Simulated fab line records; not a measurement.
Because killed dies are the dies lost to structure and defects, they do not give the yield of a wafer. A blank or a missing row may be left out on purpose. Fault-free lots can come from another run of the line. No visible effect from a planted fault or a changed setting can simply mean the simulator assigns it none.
Chamber matching ; flow n5Finfet ; pecvd-03 running N5_BEOL_M6_DEP_56: 3 sister chambers
The step deposits SiCN from 3MS/NH3, target thk 10 nm, time 17.5 s. 16 wafers are shown with their chamber, then 8 later ones without.

## WAFERS, EACH WITH ITS CHAMBER
wafer;chamber;throttleValvePct (%);showerheadPlenumPTorr (Torr);rfFwdPowerW (W)
L074.1;1;9.4;3.648;199.1
L074.3;0;8.6;3.669;200.1
L074.4;2;8.8;3.664;200.3
L077.3;1;9.5;3.650;199.0
L077.5;0;8.6;3.669;200.5
L077.6;1;9.4;3.660;199.0
L079.2;2;8.4;3.643;200.8
L079.4;1;9.3;3.650;200.1
L079.5;1;9.3;3.652;200.6
L080.1;1;9.2;3.646;199.7
L080.4;2;8.0;3.644;200.8
L080.5;0;8.6;3.672;201.4
L086.3;0;8.9;3.676;200.7
L086.4;2;7.8;3.653;199.9
L086.6;0;8.6;3.678;200.7
L087.2;1;9.6;3.656;200.5

SIGNATURES (means of the wafers above)
reading;chamber 0;chamber 1;chamber 2;scatter within a chamber
throttleValvePct;8.660;9.386;8.250;0.243
showerheadPlenumPTorr;3.67280;3.65171;3.65100;0.00615
rfFwdPowerW;200.680;199.714;200.450;0.582
Rule: for each reading, subtract the chamber's mean from the wafer's reading, divide by that reading's scatter and square the result; add these up over the readings and take the root, which gives the wafer's distance from the chamber. The wafer belongs to the nearest chamber; if the next one is less than 2 further off, it can't be placed. How the scatter is found: for the shown wafers, subtract from each reading the mean of its chamber, square and add these, divide the total by (wafers less chambers), then take the root.

## WAFERS WHOSE CHAMBER IS MISSING
wafer;throttleValvePct (%);showerheadPlenumPTorr (Torr);rfFwdPowerW (W)
L087.4;8.7;3.666;200.3
L087.6;9.5;3.659;200.0
L090.2;9.3;3.652;199.2
L090.3;9.0;3.668;201.4
L090.5;9.6;3.654;199.7
L096.3;8.1;3.661;201.0
L096.5;8.4;3.671;200.8
L096.6;9.5;3.658;200.7

## WHICH CHAMBER EACH ONE RAN IN
wafer;from the rows above;in truth
L087.4;can't be placed: 0 or 2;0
L087.6;1;1
L090.2;1;1
L090.3;0;0
L090.5;1;1
L096.3;can't be placed: 2 or 0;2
L096.5;0;0
L096.6;1;1
6 of 8 placed correctly. Cannot be placed on the basis of these rows: 2; the candidates contain the true chamber in 2. Wrongly placed: 0.
